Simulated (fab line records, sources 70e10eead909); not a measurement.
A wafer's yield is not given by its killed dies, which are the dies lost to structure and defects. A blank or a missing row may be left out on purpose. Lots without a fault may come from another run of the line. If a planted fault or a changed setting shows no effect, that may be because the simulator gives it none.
What tool caused it? + flow nand-harc + 13 lots, 39 wafers sampled, at 6 steps of a route of 1159

== WHAT THE GAUGES SHOWED, per wafer ==
NHARC_P_M2_INSPECT_27.
| lot  | measured     | on                | raw-defect-count |
|------|--------------|-------------------|------------------|
| L927 | day 6 00:10  | defect-inspect-01 | 210 350 426      |
| L929 | day 6 10:10  | defect-inspect-02 | 272 422 357      |
| L932 | day 7 13:44  | defect-inspect-01 | 273 340 420      |
| L934 | day 7 19:25  | defect-inspect-01 | 326 353 474      |
| L933 | day 7 20:05  | defect-inspect-01 | 272 279 233      |
| L936 | day 8 11:29  | defect-inspect-02 | 314 208 385      |
| L939 | day 9 13:28  | defect-inspect-02 | 353 372 402      |
| L938 | day 9 17:19  | defect-inspect-01 | 390 297 726      |
| L942 | day 9 23:26  | defect-inspect-02 | 238 363 272      |
| L945 | day 10 13:36 | defect-inspect-02 | 315 524 474      |
| L946 | day 10 21:16 | defect-inspect-02 | 345 358 251      |
| L947 | day 11 07:26 | defect-inspect-02 | 457 303 336      |
| L950 | day 11 15:57 | defect-inspect-02 | 247 249 324      |

NHARC_A_SOURCE_PLATE_THK_MEAS_06: measures by ellipsometry.
| lot  | measured     | on            | thk-nm (nm)       |
|------|--------------|---------------|-------------------|
| L927 | day 7 03:43  | film-metro-02 | 196.9 200.7 198.9 |
| L929 | day 7 14:11  | film-metro-01 | 198.1 198.3 195.3 |
| L932 | day 8 17:56  | film-metro-02 | 198.7 196.0 198.9 |
| L934 | day 9 01:13  | film-metro-02 | 202.7 197.6 200.8 |
| L933 | day 9 01:13  | film-metro-01 | 198.7 201.0 200.8 |
| L936 | day 9 15:36  | film-metro-01 | 196.0 195.3 196.4 |
| L939 | day 10 17:32 | film-metro-01 | 201.5 202.9 199.9 |
| L938 | day 10 23:43 | film-metro-02 | 198.7 201.3 198.1 |
| L942 | day 11 03:19 | film-metro-01 | 201.2 197.8 199.1 |
| L945 | day 11 19:58 | film-metro-02 | 198.7 198.5 199.9 |
| L946 | day 12 01:01 | film-metro-02 | 201.5 199.4 200.8 |
| L947 | day 12 11:14 | film-metro-01 | 201.0 198.2 197.4 |
| L950 | day 12 19:51 | film-metro-02 | 197.5 199.6 199.3 |

NHARC_A_ONON_D1_THK_MEAS_08: measures by ellipsometry.
| lot  | measured     | on            | thk-nm (nm)    |
|------|--------------|---------------|----------------|
| L927 | day 7 05:29  | film-metro-01 | 1008 1007 1008 |
| L929 | day 7 15:58  | film-metro-02 | 1000 1001 1000 |
| L932 | day 8 19:47  | film-metro-01 | 1001 999 1000  |
| L934 | day 9 02:59  | film-metro-01 | 983 984 982    |
| L933 | day 9 03:00  | film-metro-02 | 993 994 993    |
| L936 | day 9 17:22  | film-metro-01 | 1022 1021 1022 |
| L939 | day 10 19:19 | film-metro-01 | 656 655 656    |
| L938 | day 11 01:31 | film-metro-01 | 637 639 638    |
| L942 | day 11 05:13 | film-metro-01 | 652 653 651    |
| L945 | day 11 21:44 | film-metro-01 | 995 997 996    |
| L946 | day 12 02:47 | film-metro-01 | 1002 1002 1000 |
| L947 | day 12 13:04 | film-metro-01 | 991 992 992    |
| L950 | day 12 21:38 | film-metro-01 | 978 976 977    |

NHARC_END_SORT_01.
| lot  | measured     | on        | killed-at-array | killed-at-other | killed-at-periphery | killed-dies | killed-open | killed-short |
|------|--------------|-----------|-----------------|-----------------|---------------------|-------------|-------------|--------------|
| L939 | day 22 20:36 | prober-01 | 674 672 674     | 0 0 1           | 3 5 2               | 677 677 677 | 2 2 2       | 2 3 3        |
| L938 | day 22 22:21 | prober-02 | 676 676 675     | 0 0 0           | 1 1 2               | 677 677 677 | 3 5 3       | 1 0 3        |
| L942 | day 22 15:20 | prober-02 | 677 675 673     | 0 1 1           | 0 1 3               | 677 677 677 | 5 3 2       | 1 2 4        |

== EACH LOT AND THE TOOL THAT RAN IT (in order: tool; ch and the chambers of the sampled wafers; start) ==
| lot  | NHARC_P_BONDPAD_STRIP_15           | NHARC_A_ONON_D1_DEP_06           |
|------|------------------------------------|----------------------------------|
| L927 | rie-diel-07 ch 0,1,2, day 6 02:32  | pecvd-onon-03 ch 0, day 7 04:59  |
| L929 | rie-diel-07 ch 0,1,3, day 6 12:25  | pecvd-onon-04 ch 0, day 7 15:26  |
| L932 | rie-diel-07 ch 0,2,3, day 7 16:48  | pecvd-onon-01 ch 0, day 8 19:16  |
| L934 | rie-diel-07 ch 0,2,3, day 7 21:41  | pecvd-onon-01 ch 0, day 9 02:32  |
| L933 | rie-diel-07 ch 0,3, day 7 22:28    | pecvd-onon-03 ch 0, day 9 02:29  |
| L936 | rie-diel-06 ch 1,2, day 8 13:51    | pecvd-onon-01 ch 0, day 9 16:51  |
| L939 | rie-diel-07 ch 1,3, day 9 15:56    | pecvd-onon-03 ch 0, day 10 18:48 |
| L938 | rie-diel-13 ch 0,1,2, day 9 19:44  | pecvd-onon-03 ch 0, day 11 01:07 |
| L942 | rie-diel-06 ch 0,1,2, day 10 01:43 | pecvd-onon-03 ch 0, day 11 04:53 |
| L945 | rie-diel-13 ch 1,2,3, day 10 15:51 | pecvd-onon-04 ch 0, day 11 21:17 |
| L946 | rie-diel-13 ch 1,2, day 10 23:38   | pecvd-onon-01 ch 0, day 12 02:17 |
| L947 | rie-diel-07 ch 1,2, day 11 09:55   | pecvd-onon-04 ch 0, day 12 12:36 |
| L950 | rie-diel-07 ch 1,2,3, day 11 18:22 | pecvd-onon-01 ch 0, day 12 21:07 |
- NHARC_P_BONDPAD_STRIP_15: strips in O2.
- NHARC_A_ONON_D1_DEP_06: target thk 1000 nm.

== AS READ BY THE TOOLS THEMSELVES (means over the sampled wafers that have a number; for cases with no such wafer, the mark the record gives instead) ==
NHARC_P_BONDPAD_STRIP_15.
| lot  | tool        | drypump-motor-current-A (A) | oes-product-au (a.u.) | rf-vpp-V (V) | showerhead-plenum-p-Torr (Torr) | throttle-valve-pct (%) |
|------|-------------|-----------------------------|-----------------------|--------------|---------------------------------|------------------------|
| L927 | rie-diel-07 | 5.5                         | 1.001                 | 57.5         | 3.50                            | 17.036                 |
| L929 | rie-diel-07 | 5.5                         | 1.004                 | 57.0         | 3.55                            | 17.041                 |
| L932 | rie-diel-07 | 5.7                         | 0.992                 | 57.9         | 3.57                            | 17.037                 |
| L934 | rie-diel-07 | 5.7                         | 1.000                 | 57.7         | 3.57                            | 17.038                 |
| L933 | rie-diel-07 | 6.0                         | 0.998                 | 57.3         | 3.65                            | 17.032                 |
| L936 | rie-diel-06 | 5.6                         | 0.995                 | 56.9         | 3.39                            | 17.043                 |
| L939 | rie-diel-07 | 5.0                         | 1.003                 | 57.8         | 3.44                            | 17.029                 |
| L938 | rie-diel-13 | 5.5                         | 1.013                 | 58.2         | 3.45                            | 17.045                 |
| L942 | rie-diel-06 | 5.5                         | 1.002                 | 58.1         | 3.42                            | 17.039                 |
| L945 | rie-diel-13 | 5.7                         | 1.019                 | 57.4         | 3.52                            | 17.029                 |
| L946 | rie-diel-13 | 5.7                         | 1.008                 | 56.9         | 3.45                            | 17.039                 |
| L947 | rie-diel-07 | 5.3                         | 1.003                 | 57.7         | 3.41                            | 17.040                 |
| L950 | rie-diel-07 | 5.2                         | 1.013                 | 56.5         | 3.46                            | 17.031                 |

== THE ANSWER, worked out from the rows above alone ==
Rule: usual is defined by the lots themselves. The widest of any qualifying gaps counts: lots, ordered by their means at a reading, are off when they make up no more than a third of the lots, leave a main group of 4 or more, and stand apart from it by 3 or more times the standard deviation of that group's means. The tables above print the reading to a certain number of digits; a main group whose means all agree to those digits is not used. Also off: a lot with no number at a reading for which 4 or more lots have one. The other lots that the step has rows for count as sound. First the gauges in route order, then the tools' own readings, where a lot's mean is used as printed above. The first step at which some lot is off is used, and at that step the reading that is off furthest; a lot without a number counts as furthest.
Off at NHARC_A_ONON_D1_THK_MEAS_08 (thk-nm): L939, L938, L942. The main group: mean 997 nm, standard deviation 12.
A tool fits if, at a process step before that reading, it ran every lot that is off, and no sound lot after the first of them. The gauges at NHARC_A_ONON_D1_THK_MEAS_08 are tried like those tools. One fits: pecvd-onon-03 at NHARC_A_ONON_D1_DEP_06. Its last sound lot is L933 (day 9 02:29), its first lot that is off L939 (day 10 18:48): a fault that began between those two fits.

== WHAT THE SIMULATOR HAD INSERTED ==
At NHARC_A_ONON_D1_DEP_06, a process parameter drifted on pecvd-onon-03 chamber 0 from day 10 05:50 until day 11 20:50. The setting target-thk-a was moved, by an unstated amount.
Struck lots among those shown: L939, L938, L942. The same result came from the rule above.
